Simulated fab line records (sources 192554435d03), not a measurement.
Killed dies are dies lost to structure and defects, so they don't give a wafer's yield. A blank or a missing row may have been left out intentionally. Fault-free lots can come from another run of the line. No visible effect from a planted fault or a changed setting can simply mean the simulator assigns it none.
Split-lot experiment | flow n5 finfet | on a route of 1938 steps: 7 lots, 21 wafers read

## SPLIT DETAILS
At N5_BEOL_M1_ETCH_74 (etches underlayer in N2/H2, target depth 6.5 nm, time 5.2 s), the setting bias w was moved away from the recipe's 150 W on 6 of the 21 wafers read, by -15.6% to +14.4%. This setting was run at the recipe's value on the other wafers.

Reading taken at the split's own step.

## THE READING
rf vpp V, in V, at N5_BEOL_M1_ETCH_74 (etches underlayer in N2/H2, target depth 6.5 nm, time 5.2 s). On this fab line, fault-free wafers typically give 524.0 V with a standard deviation of 2.6 V.

wafer  | tool, chamber at the split | bias w as run, W | against the recipe | rf vpp V, V | against lot-mates on the recipe
L074.3 | rie diel-01, 1             | 135              | -10.0%             | 493.8       | -32.7
L074.4 | rie diel-01, 0             | 150              | recipe             | 526.5       | -
L074.6 | rie diel-01, 0             | 135              | -10.0%             | 493.1       | -33.4
L075.2 | rie diel-03, 1             | 150              | recipe             | 523.3       | -
L075.3 | rie diel-03, 3             | 150              | recipe             | 526.4       | -
L075.5 | rie diel-03, 1             | 171.6            | +14.4%             | 568.9       | +44.1
L086.2 | rie diel-01, 2             | 150              | recipe             | 522.4       | -
L086.5 | rie diel-01, 2             | 150              | recipe             | 524.0       | -
L086.6 | rie diel-01, 3             | 169.8            | +13.2%             | 563.0       | +39.8
L088.1 | rie diel-03, 2             | 150              | recipe             | 521.1       | -
L088.3 | rie diel-03, 3             | 150              | recipe             | 527.6       | -
L088.5 | rie diel-03, 2             | 150              | recipe             | 522.5       | -
L089.1 | rie diel-03, 2             | 126.6            | -15.6%             | 466.4       | -60.2
L089.3 | rie diel-03, 3             | 150              | recipe             | 526.6       | -
L089.4 | rie diel-03, 1             | 126.6            | -15.6%             | 470.7       | -55.9
L092.1 | rie diel-03, 0             | 150              | recipe             | 526.2       | -
L092.4 | rie diel-03, 3             | 150              | recipe             | 525.6       | -
L092.6 | rie diel-03, 3             | 150              | recipe             | 527.6       | -
L097.1 | rie diel-04, 0             | 150              | recipe             | 520.7       | -
L097.3 | rie diel-04, 1             | 150              | recipe             | 519.8       | -
L097.4 | rie diel-04, 3             | 150              | recipe             | 524.3       | -

THE FIT
A straight line over all 21 wafers: rf vpp V changes by +3.27 V for each +1% of bias w; r = +0.99; the points scatter about the line by 3 V.
The same after taking each lot's own level away (the mean of its wafers on the recipe; 21 wafers): +3.38 V for each +1%; r = +0.99; scatter 2.7 V.
Per that fit: largest bias w move, reading shift of 53 V.
Across the lots, their own levels run from 521.60 to 526.60 V, a range of 1.9 times the standard deviation given above.
Consequently the slope shifts little with the lot-to-lot level, the two slopes agreeing.
Check: with one of the wafers moved furthest among these (-15.6%) left out of the fit, the line predicts -51.4 V for it against its lot-mates. It came out at -60.2 V against them.
Tool readings at the split's step, against how far the setting was moved: rf vpp V r = +0.99.

## OTHER SPLITS ON THESE WAFERS
These wafers also went through other splits before the reading. Each is held against what the fit with the lots' levels taken away leaves over:
other split on the same wafers               | wafers away from the commonest value | r with rf vpp V (lot level and that fit taken away)
N5_GATE_CUT_COAT_27 spin rpm                 | 8                                    | +0.04
N5_MOL_CONTACT_COAG_CONTACT_ETCH_14 source w | 4                                    | -0.28
N5_MOL_CONTACT_COAG_EXPOSE_37 dose mj        | 7                                    | -0.02
N5_MOL_CONTACT_COAG_ETCH_67 source w         | 11                                   | -0.34
N5_BEOL_M0_SAQP_ILD_DEP_01 time s            | 8                                    | +0.32
N5_BEOL_M0_SAQP_PECVD_04 time s              | 6                                    | -0.26
N5_BEOL_M0_ETCH_138 bias w                   | 9                                    | +0.23
N5_BEOL_M0_ETCH_109 bias w                   | 4                                    | -0.22

## FILE'S OWN FIT
rf vpp V changes by +3.3 V for each +1% of bias w, r = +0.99.
